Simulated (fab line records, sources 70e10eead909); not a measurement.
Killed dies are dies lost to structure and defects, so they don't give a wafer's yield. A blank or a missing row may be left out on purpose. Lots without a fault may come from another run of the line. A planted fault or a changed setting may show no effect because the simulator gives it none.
A struck lot beside a sound one | flow nand_harc | 14 steps out of a route of 1302
Sound: wafers L772.3, L772.5, L772.6. Struck: wafer L773.3. (L773.2, L773.4 of the same lot were not struck and are left out.) The cause comes at the end.
At each step with rows: each side's tool, then ch and its chambers, then its first start. Under that, the readings that differ: sound wafers | struck wafers | difference of the means | sigmas: that difference in standard deviations of wafers without a fault.
alike: readings whose means differ by less than 2 such deviations, and words and numbers that are the same on both sides. not compared: withheld readings, readings that some wafer has no value for, bounds like >300 that may hide the same value, and numbers for which the record gives no deviation and whose values overlap.
The two part at a step that has a row with sigmas, a row that says differs or no value, or rows on one side only. Numbers that don't overlap but have no deviation are shown without sigmas and don't part them. A reading that every wafer of one side lacks parts them only if that side has two wafers or more.

NHARC_A_CONTACT_DESCUM_13: chemistry O2, time 3 s.
  sound on rie_diel-08 ch 0,1, day 27 18:31; struck on rie_diel-03 ch 0, day 28 14:54
  alike: chamber_pressure_mTorr, drypump_motor_current_A, oes_product_au, rf_vpp_V, showerhead_plenum_p_Torr, throttle_valve_pct
  not compared: rf_hours_counter_h
NHARC_A_CONTACT_ETCH_88: etches the open film in CF4, target depth 39 nm, time 65 s.
  sound on rie_diel-08 ch 2,3, day 27 18:35; struck on rie_diel-03 ch 3, day 28 14:59
  reading                | sound                | struck | difference | sigmas
  throttle_valve_pct (%) | 13.285 13.305 13.280 | 13.270 | -0.020     | -2
  alike: chamber_pressure_mTorr, drypump_motor_current_A, oes_product_au, rf_vpp_V, run_length_s, showerhead_plenum_p_Torr
  not compared: rf_hours_counter_h
then, 5 steps without rows for these wafers: NHARC_A_CONTACT_ETCH_89 (etches the open film in N2/H2, target depth 260 nm, time 475.3 s); NHARC_A_CONTACT_ETCH_30 (etches the open film in CF4/CHF3, target depth 72.6 nm, time 36.3 s); NHARC_A_CONTACT_ETCH_31 (etches the open film in O2/COS, target depth 2800 nm, time 728 s); NHARC_A_CONTACT_ETCH_134 (etches the open film in C4F8/O2/Ar, time 140 s, target depth 700 nm); NHARC_A_CONTACT_ETCH_135 (etches the open film in C4F8/O2/Ar, time 311 s, target depth 1912 nm).
NHARC_A_CONTACT_ETCH_136: etches the open film in C4F8/O2/Ar, time 311 s, target depth 1912 nm.
  sound on har_cap_etch-03 ch 0,1, day 27 20:16; struck on har_cap_etch-01 ch 1, day 28 16:39
  reading                | sound             | struck | difference | sigmas
  oes_air_line_au (a.u.) | 0.980 0.983 0.974 | 1.033  | +0.054     | +3
  alike: chamber_pressure_mTorr
  not compared: rf_hours_counter_h, run_length_s
then, 2 steps without rows for these wafers: NHARC_A_CONTACT_ETCH_137 (etches the open film in C4F8/O2/Ar, time 311 s, target depth 1912 nm); NHARC_A_CONTACT_ETCH_138 (etches the open film in C4F8/O2/Ar, time 311 s, target depth 1914 nm).
NHARC_A_CONTACT_ETCH_139: etches the open film in C4F8/O2/Ar, time 195 s, target depth 840 nm.
  sound on har_cap_etch-03 ch 0,1, day 27 21:04; struck on har_cap_etch-01 ch 1, day 28 17:44
  reading                | sound             | struck | difference | sigmas
  oes_air_line_au (a.u.) | 0.976 0.966 1.003 | 1.022  | +0.040     | +2
  alike: chamber_pressure_mTorr, run_length_s
  not compared: rf_hours_counter_h
NHARC_A_CONTACT_ETCH_92: etches the open film in CH3F/O2, target depth 40 nm, time 85.7 s.
  sound on rie_diel-03 ch 0,1,2, day 27 21:31; struck on rie_diel-03 ch 2, day 28 18:24
  alike: chamber_pressure_mTorr, drypump_motor_current_A, oes_product_au, rf_vpp_V, run_length_s, showerhead_plenum_p_Torr, throttle_valve_pct
  not compared: rf_hours_counter_h
NHARC_A_CONTACT_ETCH_98: etches the open film in C4F6/O2, target depth 20 nm, time 10 s.
  sound on rie_diel-03 ch 0,1,2, day 27 21:38; struck on rie_diel-03 ch 3, day 28 18:32
  reading               | sound             | struck | difference | sigmas
  oes_product_au (a.u.) | 1.003 0.992 1.005 | 0.936  | -0.064     | -3
  run_length_s (s)      | 31.31 31.11 31.06 | 27.61  | -3.55      | -13
  alike: chamber_pressure_mTorr, drypump_motor_current_A, rf_vpp_V, showerhead_plenum_p_Torr, throttle_valve_pct
  not compared: rf_hours_counter_h
NHARC_A_CONTACT_CD_MEAS_15:
  sound on cd_sem-02, day 27 21:43; struck on cd_sem-02, day 28 18:37
  alike: cd_nm

WHERE THEY PART
First at NHARC_A_CONTACT_ETCH_88; last, within this record, at NHARC_A_CONTACT_ETCH_98. Later steps at which nothing parts them and some readings are alike: NHARC_A_CONTACT_CD_MEAS_15.

WHY: what the simulator had put in
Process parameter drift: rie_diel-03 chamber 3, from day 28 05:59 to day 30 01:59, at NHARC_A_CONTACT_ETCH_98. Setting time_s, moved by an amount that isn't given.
